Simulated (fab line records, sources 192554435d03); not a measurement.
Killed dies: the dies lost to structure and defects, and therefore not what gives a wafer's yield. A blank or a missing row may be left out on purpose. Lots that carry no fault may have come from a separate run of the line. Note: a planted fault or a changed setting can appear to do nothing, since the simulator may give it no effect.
Chamber matching	flow n5 finfet	3 sister chambers for N5_BEOL_M5_CURE_80 on uv cure-03
The step cures SiCOH lowk, time 120 s. 3 wafers are shown with their chamber, then 7 later ones without.

== WAFERS WITH THEIR CHAMBER ==
wafer	chamber	wafer_temp_C_max
L083.5	2	371.8
L090.5	0	371.0
L092.4	1	370.7

== WAFERS WITHOUT THEIR CHAMBER ==
wafer	wafer_temp_C_max
L092.5	371.3
L093.3	371.7
L093.5	371.8
L093.6	371.5
L094.2	371.7
L094.3	371.4
L094.5	371.7

== THE CHAMBER EACH PASSED THROUGH ==
wafer	from the rows above	in truth
L092.5	can't be placed: 0 or 2 or 1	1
L093.3	2	2
L093.5	2	2
L093.6	can't be placed: 2 or 0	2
L094.2	2	2
L094.3	can't be placed: 0 or 2 or 1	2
L094.5	2	2
4 of 7 placed correctly. Not placeable from these rows: 3 (in 3, the candidates include the true chamber). Wrongly placed: 0.
How it was worked out, from the rows above alone: a wafer's distance from a chamber is the root of the sum, over the readings, of the square of ((its reading less the chamber's mean) divided by the reading's scatter). The wafer belongs to the nearest chamber; if the next one is less than 2 further off, it can't be placed. Each chamber's mean is taken over the wafers shown for it. The scatter (one wafer shown for each chamber): square how far every hidden wafer sits from the nearest shown wafer, average those squares and take the square root.
